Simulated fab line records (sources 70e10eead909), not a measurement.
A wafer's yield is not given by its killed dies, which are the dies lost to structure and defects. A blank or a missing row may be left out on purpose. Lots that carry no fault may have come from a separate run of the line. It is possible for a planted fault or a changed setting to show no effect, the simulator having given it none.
A lot that was struck, set against a sound lot || flow nandHarc || 21 out of 1159 route steps
Sound: these wafers, L672.2, L672.3, L672.4. The struck wafers were L684.1, L684.2, L684.5. The cause is given at the end.
Per side, at each step with rows, come the tool, then ch with its chambers, and then its first start. Under that, the readings that differ: sound wafers || struck wafers || difference of the means || sigmas: that difference in standard deviations of wafers without a fault.
alike: readings with means less than 2 such deviations apart, plus words and numbers identical on both sides. not compared: withheld readings, readings lacking a value on some wafer, bounds such as >300 that could conceal the same value, and numbers that have no deviation in the record and whose values overlap.
The two part at a step that has a row with sigmas, a row that says differs or no value, or rows on one side only. Numbers that don't overlap but have no deviation are shown without sigmas and don't part them. Lack of a reading on every wafer of one side parts them only where that side has two or more wafers.

NHARC_A_BLC_CMP_25: polishes, t overpolish 30 s, target thk 150 nm.
  sound on cmp-01 ch 0,1,2, day 19 12:56; struck on cmp-01 ch 0,2,3, day 22 16:27
  alike: motorCurrentA, overpolishRunS, timeToEndpointS
after that, 1 step had no rows for these wafers: NHARC_A_BLC_SRD_27.
NHARC_A_BLC_INSPECT_28:
  sound on defectInspect-01 at day 19 13:21; struck on defectInspect-02 at day 22 16:49
  alike: rawDefectCount
then, 8 steps without rows for these wafers: NHARC_A_M0_DEP_00 (deposits SiOC, target thk 150 nm); NHARC_A_M0_DEHYDRATE_01 (time 120 s); NHARC_A_M0_HMDS_02 (time 30 s); NHARC_A_M0_COAT_33 (time 65 s); NHARC_A_M0_COAT_03 (resist thk 90 nm); NHARC_A_M0_SOFTBAKE_04 (time 55 s); NHARC_A_M0_EBR_05; NHARC_A_M0_EXPOSE_06 (exposes mask A M0, target cd 80 nm).
NHARC_A_M0_PEB_07: peb time 65 s.
  sound on lithoTrack-04 ch 0, day 19 14:17; struck on lithoTrack-06 ch 0, day 22 17:38
then, 1 step without rows for these wafers: NHARC_A_M0_DEVELOP_08 (develop time 35 s).
NHARC_A_M0_CD_MEAS_09: target cd 80 nm.
  sound on cdSem-01 ch 0, day 19 14:22; struck on cdSem-01 ch 0, day 22 17:43
  alike: cdNm
NHARC_A_M0_OVL_MEAS_10: pitch 160 nm.
  sound on overlay-02 at day 19 14:28; struck on overlay-01 at day 22 17:49
  alike: overlayXNm, overlayYNm
NHARC_A_M0_INSPECT_11:
  sound on defectInspect-01 at day 19 14:29; struck on defectInspect-02 at day 22 17:51
  alike: rawDefectCount
NHARC_A_M0_DESCUM_14: chemistry O2, time 3 s.
  sound on rieDiel-03 ch 0,1,2, day 19 14:33; struck on rieDiel-10 ch 0,3, day 22 17:55
  alike: drypumpMotorCurrentA, oesProductAu, rfVppV, showerheadPlenumPTorr, throttleValvePct
  not compared: rfHoursCounterH, model.A_M0.cdNm
NHARC_A_M0_ETCH_34: etches the open film in N2/H2, target depth 40 nm, overetch 12 nm, time 43.94 s.
  sound on rieDiel-03 ch 0,2,3, day 19 14:38; struck on rieDiel-10 ch 1,3, day 22 18:00
  alike: drypumpMotorCurrentA, oesProductAu, rfVppV, showerheadPlenumPTorr, throttleValvePct
  not compared: rfHoursCounterH
NHARC_A_M0_ETCH_15: etches the open film in C4F8/Ar, target depth 150 nm, overetch 15 nm, time 82.5 s.
  sound on rieDiel-03 ch 0,1,2; struck on rieDiel-10 ch 0,2
{"reading": "oesProductAu (a.u.)", "sound": "0.962 0.971 0.986", "struck": "0.919 0.922 0.914", "difference": -0.055, "sigmas": -3}
{"reading": "rfVppV (V)", "sound": "437 438 439", "struck": "444 445 446", "difference": "+7", "sigmas": "+2"}
  not compared: rfHoursCounterH, model.A_M0.cdNm
NHARC_A_M0_CD_MEAS_16:
  sound on cdSem-01 at day 19 14:51; struck on cdSem-02 at day 22 18:13
  alike: cdNm
NHARC_END_SORT_01:
  sound on prober-01 ch 0, day 21 06:56; struck on prober-01 ch 0, day 24 08:53
  alike: defectLimitedYield, killedAtArray, killedAtOther, killedAtPeriphery, killedDies, killedOpen, killedShort, sort_bin_2_pct, sort_bin_3_pct, sort_bin_4_pct, sortNPass, sortRimYieldPct, sortYieldPct

WHERE THEY PART
Only at NHARC_A_M0_ETCH_15, as far as this record shows. Later steps at which nothing parts them and some readings are alike: NHARC_A_M0_CD_MEAS_16, NHARC_END_SORT_01.

WHY: the cause the simulator had injected
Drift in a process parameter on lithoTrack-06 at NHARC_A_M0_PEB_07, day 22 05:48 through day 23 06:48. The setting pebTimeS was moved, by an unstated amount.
